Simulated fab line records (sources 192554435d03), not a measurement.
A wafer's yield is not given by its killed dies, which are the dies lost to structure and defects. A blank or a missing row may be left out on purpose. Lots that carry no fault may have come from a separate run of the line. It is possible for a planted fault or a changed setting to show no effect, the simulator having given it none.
Split-lot study ; flow n5 finfet ; route with 1938 steps; 7 lots, 39 wafers read

ON THE SPLIT
At N5_DUMMY_GATE_ETCH_37 (etches SOC in N2/H2, target depth 60 nm, overetch 30 nm), the setting source w was moved away from the recipe's 840 W on 12 of the 39 wafers read, by -16.2% to +16.5%. The other wafers ran this setting at the recipe's value.

The reading comes from the split's own step.

THE READING
rf vpp V, in V, at N5_DUMMY_GATE_ETCH_37 (etches SOC in N2/H2, target depth 60 nm, overetch 30 nm). A value of 525.1 V with a standard deviation of 2.1 V is what fault-free wafers of this fab line usually give.

wafer;tool, chamber at the split;source w as run, W;against the recipe;rf vpp V, V;against lot-mates on the recipe
L076.1;rie diel-02, 1;840;recipe;525.1;-
L076.2;rie diel-02, 0;840;recipe;521.3;-
L076.3;rie diel-02, 3;978.4;+16.5%;499.5;-24.2
L076.4;rie diel-02, 2;978.4;+16.5%;500.5;-23.2
L076.5;rie diel-02, 3;840;recipe;524.6;-
L076.6;rie diel-02, 0;978.4;+16.5%;495.2;-28.5
L077.1;rie diel-06, 1;840;recipe;526.7;-
L077.2;rie diel-06, 0;840;recipe;526.2;-
L077.3;rie diel-06, 3;840;recipe;525.4;-
L077.4;rie diel-06, 2;840;recipe;526.6;-
L077.5;rie diel-06, 0;840;recipe;525.0;-
L077.6;rie diel-06, 3;840;recipe;527.4;-
L081.3;rie diel-03, 1;840;recipe;523.9;-
L081.5;rie diel-03, 0;840;recipe;526.3;-
L081.6;rie diel-03, 3;840;recipe;523.5;-
L082.1;rie diel-06, 2;840;recipe;527.4;-
L082.2;rie diel-06, 1;703.9;-16.2%;557.6;+31.5
L082.3;rie diel-06, 0;703.9;-16.2%;556.3;+30.2
L082.4;rie diel-06, 3;840;recipe;524.5;-
L082.5;rie diel-06, 1;840;recipe;526.4;-
L082.6;rie diel-06, 0;703.9;-16.2%;555.8;+29.7
L087.1;rie diel-02, 3;840;recipe;526.5;-
L087.2;rie diel-02, 1;955.1;+13.7%;503.5;-18.9
L087.3;rie diel-02, 2;955.1;+13.7%;505.8;-16.6
L087.4;rie diel-02, 0;840;recipe;519.9;-
L087.5;rie diel-02, 0;840;recipe;520.9;-
L087.6;rie diel-02, 1;955.1;+13.7%;502.8;-19.6
L094.1;rie diel-06, 0;840;recipe;525.2;-
L094.2;rie diel-06, 3;840;recipe;525.8;-
L094.3;rie diel-06, 1;840;recipe;526.1;-
L094.4;rie diel-06, 2;840;recipe;526.0;-
L094.5;rie diel-06, 3;840;recipe;525.1;-
L094.6;rie diel-06, 2;840;recipe;526.8;-
L096.1;rie diel-02, 3;840;recipe;526.9;-
L096.2;rie diel-02, 2;785.1;-6.5%;539.9;+14.8
L096.3;rie diel-02, 0;840;recipe;520.3;-
L096.4;rie diel-02, 1;785.1;-6.5%;536.2;+11.1
L096.5;rie diel-02, 2;840;recipe;528.0;-
L096.6;rie diel-02, 3;785.1;-6.5%;536.7;+11.6

FIT RESULTS
A straight line over all 39 wafers: rf vpp V changes by -1.73 V for each +1% of source w; r = -0.99; the points scatter about the line by 2.4 V.
The same after taking each lot's own level away (the mean of its wafers on the recipe; 39 wafers): -1.64 V for each +1%; r = -0.98; scatter 2.3 V.
The reading moves by 27 V for the largest change in source w, on that fit.
From 522.43 to 526.22 V: that is the span of the lots' own levels, equal to 1.8 times the standard deviation above.
So the lot-to-lot level changes the slope little: the two slopes agree.
Check: for one of the wafers moved furthest among these (+16.5%), held out of the fit, the line's prediction against its lot-mates is -26.4 V. It came out at -24.2 V against them.
Tool readings at the split's step, against how far the setting was moved: rf vpp V r = -0.99.

FILE'S OWN FIT
rf vpp V changes by -1.63 V for each +1% of source w, r = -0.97.
